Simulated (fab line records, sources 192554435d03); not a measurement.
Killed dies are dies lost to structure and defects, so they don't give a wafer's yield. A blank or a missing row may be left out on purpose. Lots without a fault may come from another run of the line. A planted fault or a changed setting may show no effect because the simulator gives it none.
Problem report in the 8D (eight disciplines) form, filled by code | flow n5_finfet | the parts of the form that need people (team, actions taken, sign-off) are left out

1. THE PROBLEM
run_length_s at N5_BEOL_M11_VIA_ETCH_34 reads a mean of 89.0 s on 1 wafer of 1 lot; wafers without a fault read 92.7 s with a standard deviation of 0.35. That is -11 standard deviations from the usual mean.
The step: etches SiCOH lowk in C4F6/O2, target depth 184.5 nm, time 69.2 s.
First seen on wafer L846.2, day 16 12:29, on rie_diel-05. The record holds 29 wafers of 10 lots with a number at this step. Rule for "out", or "out of limits": more than 4 standard deviations from the usual mean. The other wafers with a number count as sound.

2. WHAT IT IS AND WHAT IT IS NOT
question                    | is                | is not
which readings at this step | run_length_s      | drypump_motor_current_A, oes_o_777_au, oes_product_au, rf_vpp_V, showerhead_plenum_p_Torr, throttle_valve_pct
which lots                  | L846              | L832, L836, L837, L838, L839, L840, L847, L852, L853
which wafers of those lots  | L846.2            | L846.5
read on which tools         | rie_diel-05       | rie_diel-02, rie_diel-03
when                        | from day 16 12:29 | up to then (19 sound wafers); but 9 sound wafers of L847, L852, L853 came after

3. SUSPECTS, AND WHAT RULES EACH OUT
Counting: a tool at a process step up to the reading stays a suspect if it ran every lot that is out. Sound lots after the first of them don't rule it out here, since some wafers of a struck lot are sound.
- rie_diel-03 at N5_BEOL_M11_DESCUM_16 (chemistry O2, time 7.9 s): kept. It ran the lot that is out, L846 (day 16 09:31); its last sound lot up to then is L839 (day 14 02:32).
- rie_diel-05 at N5_BEOL_M11_DESCUM_33 (chemistry O2, time 7.9 s): kept. It ran the lot that is out, L846 (day 16 12:16); its last sound lot up to then is L837 (day 14 06:35).
- rie_diel-05 at N5_BEOL_M11_VIA_ETCH_34 (etches SiCOH lowk in C4F6/O2, target depth 184.5 nm, time 69.2 s): kept. It ran the lot that is out, L846 (day 16 12:29); its last sound lot up to then is L837 (day 14 06:47). Its own readings are out on those wafers: run_length_s.
- Within rie_diel-03 at N5_BEOL_M11_DESCUM_16: the wafers that are out ran in chamber 3; their sound lot-mates ran in chamber 1.
- Within rie_diel-05 at N5_BEOL_M11_DESCUM_33: the wafers that are out ran in chamber 1; their sound lot-mates ran in chamber 3.
- Within rie_diel-05 at N5_BEOL_M11_VIA_ETCH_34: the wafers that are out ran in chamber 1; their sound lot-mates ran in chamber 3.
Left after counting: rie_diel-03 at N5_BEOL_M11_DESCUM_16, rie_diel-05 at N5_BEOL_M11_DESCUM_33, rie_diel-05 at N5_BEOL_M11_VIA_ETCH_34.

4. THE CAUSE (what the simulator had put in)
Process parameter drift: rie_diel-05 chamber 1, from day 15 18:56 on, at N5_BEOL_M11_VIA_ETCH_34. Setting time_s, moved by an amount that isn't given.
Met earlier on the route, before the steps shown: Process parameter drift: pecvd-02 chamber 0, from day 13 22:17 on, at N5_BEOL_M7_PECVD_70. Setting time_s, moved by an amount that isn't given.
Counting left 3 suspects, and this tool is among them.

5. THE CHAIN OF EFFECTS, in route order
Each row: a reading whose mean over the struck wafers that have a number lies more than 3 standard deviations from the usual. Only readings for which the record gives a usual standard deviation are gone through. hours: the time from each lot's start at the first step in this table that gives one to its start at this step, as a median over the lots. sigmas: the change in usual standard deviations.
hours | step                    | reading      | usual  | on struck wafers | change | sigmas
0     | N5_BEOL_M11_VIA_ETCH_34 | run_length_s | 92.7 s | 89.0             | -3.7   | -11
The process steps in it:
- N5_BEOL_M11_VIA_ETCH_34: etches SiCOH lowk in C4F6/O2, target depth 184.5 nm, time 69.2 s.

6. WHAT WOULD HAVE CAUGHT IT SOONER
In this record the first reading out of limits was taken at day 16 12:29, 18 hours after the fault began at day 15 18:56.
